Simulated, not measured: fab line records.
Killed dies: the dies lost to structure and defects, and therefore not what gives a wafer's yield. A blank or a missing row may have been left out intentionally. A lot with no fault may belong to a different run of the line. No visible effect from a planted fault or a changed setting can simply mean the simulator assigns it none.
A struck lot beside a sound one + flow nand-harc + 17 steps out of a route of 1159
Sound: the wafers L288.2, L288.5, L288.6. Struck: wafer L303.3 (left out: L303.1, L303.2 of the same lot, which were not struck); the cause appears at the end.
Per side, at each step with rows, come the tool, then ch with its chambers, and then its first start. Under that, the readings that differ: sound wafers + struck wafers + difference of the means + sigmas: that difference in standard deviations of wafers without a fault.
alike: words and numbers the same on both sides, and readings whose means are apart by under 2 such deviations; not compared: readings that were withheld, readings missing a value for some wafer, numbers with overlapping values and no deviation given by the record, and bounds like >300 which may hide the same value.
The two part at a step that has a row with sigmas, a row that says differs or no value, or rows on one side only. Non-overlapping numbers with no deviation appear without sigmas and do not part them. A reading that every wafer of one side lacks parts them only if that side has two wafers or more.

NHARC_P_M1_INSPECT_11:
  sound on defect-inspect-02, day 5 17:20; struck on defect-inspect-02, day 9 16:31
  alike: raw-defect-count
NHARC_P_M1_DESCUM_14: chemistry O2, time 3 s.
  sound on rie-diel-01 ch 0,1,3, day 5 17:25; struck on rie-diel-08 ch 0, day 9 16:35
  alike: drypump-motor-current-A, oes-product-au, rf-vpp-V, showerhead-plenum-p-Torr, throttle-valve-pct
  not compared: rf-hours-counter-h
then, 2 steps without rows for these wafers: NHARC_P_M1_ETCH_35 (etches the open film in N2/H2, target depth 40 nm, overetch 12 nm, time 43.94 s); NHARC_P_M1_ETCH_15 (etches the open film in C4F8/Ar, target depth 182.5 nm, time 91.2 s).
NHARC_P_M1_CD_MEAS_16:
  sound on cd-sem-02, day 5 17:44; struck on cd-sem-02, day 9 16:53
  alike: cd-nm
then, 1 step without rows for these wafers: NHARC_P_M1_STRIP_18 (strips in N2/H2).
NHARC_P_M1_ETCH_28: etches the open film in CF4/N2, target depth 30 nm, time 72.99 s.
  sound: rie-diel-01 ch 1,2,3; struck: rie-diel-08 ch 0
  alike: cf4-flow-sccm, drypump-motor-current-A, oes-product-au, rf-vpp-V, showerhead-plenum-p-Torr, throttle-valve-pct
  not compared: rf-hours-counter-h
then, 1 step without rows for these wafers: NHARC_P_M1_STRIP_19 (strips in post etch residue remover, time 600 s).
NHARC_P_M1_DEGAS_29: time 60 s.
  sound on pvd-sputter-03, day 5 18:26; struck on pvd-sputter-03, day 9 17:37
  alike: heater-power-w
NHARC_P_M1_PRE_CLEAN_30: time 30 s.
  sound on pvd-sputter-03; struck on pvd-sputter-03
  alike: heater-power-w
then, 1 step without rows for these wafers: NHARC_P_M1_PVD_20 (deposits TaN, target thk 5 nm, time 8.06 s).
NHARC_P_M1_PVD_21: deposits Cu, target thk 30 nm, time 20.49 s.
  sound on pvd-sputter-03; struck on pvd-sputter-03
| reading                | sound                | struck | difference | sigmas |
|------------------------|----------------------|--------|------------|--------|
| cathode-dc-power-W (W) | 5001.2 5001.2 5000.9 | 4999.2 | -1.9       | -2     |
  alike: throttle-valve-pct
NHARC_P_M1_ECD_22: material Cu, target thk 400 nm.
  sound on ecd-cu-01 ch 0,1, day 5 18:52; struck on ecd-cu-02 ch 0,1, day 9 17:59
then, 1 step without rows for these wafers: NHARC_P_M1_ANNEAL_31 (time 90 s).
NHARC_P_M1_CMP_23: polishes, t overpolish 20 s, target thk 157.82 nm.
  sound on cmp-02 ch 1,2, day 5 19:34; struck on cmp-01 ch 1, day 9 18:43
| reading                | sound          | struck | difference | sigmas |
|------------------------|----------------|--------|------------|--------|
| time-to-endpoint-s (s) | 26.2 27.2 28.3 | 14.3   | -12.9      | -6     |
  alike: motor-current-A
  not compared: pad-life-wafers
NHARC_P_M1_THK_MEAS_24: measures by xrf.
  sound on film-metro-02, day 5 19:52; struck on film-metro-01, day 9 19:01
  alike: thk-nm
-- jump in the record: it breaks off in module P_M1 and resumes in module END (first step shown: number 1159 of the route), and 13 days separate the struck wafers' starts before and after --
NHARC_END_SORT_01:
  sound on prober-02 ch 0, day 19 17:46; struck on prober-02 ch 0, day 22 14:32
  alike: defect-limited-yield, killed-at-array, killed-at-other, killed-at-periphery, killed-dies, killed-open, killed-short, sort_bin_2_pct, sort_bin_3_pct, sort_bin_4_pct, sort-n-pass, sort-rim-yield-pct, sort-yield-pct

== WHERE THEY PART ==
Last at NHARC_P_M1_CMP_23 as far as this record goes, first at NHARC_P_M1_PVD_21. Later steps at which nothing parts them and some readings are alike: NHARC_P_M1_THK_MEAS_24, NHARC_END_SORT_01.

WHY: what had been put in by the simulator
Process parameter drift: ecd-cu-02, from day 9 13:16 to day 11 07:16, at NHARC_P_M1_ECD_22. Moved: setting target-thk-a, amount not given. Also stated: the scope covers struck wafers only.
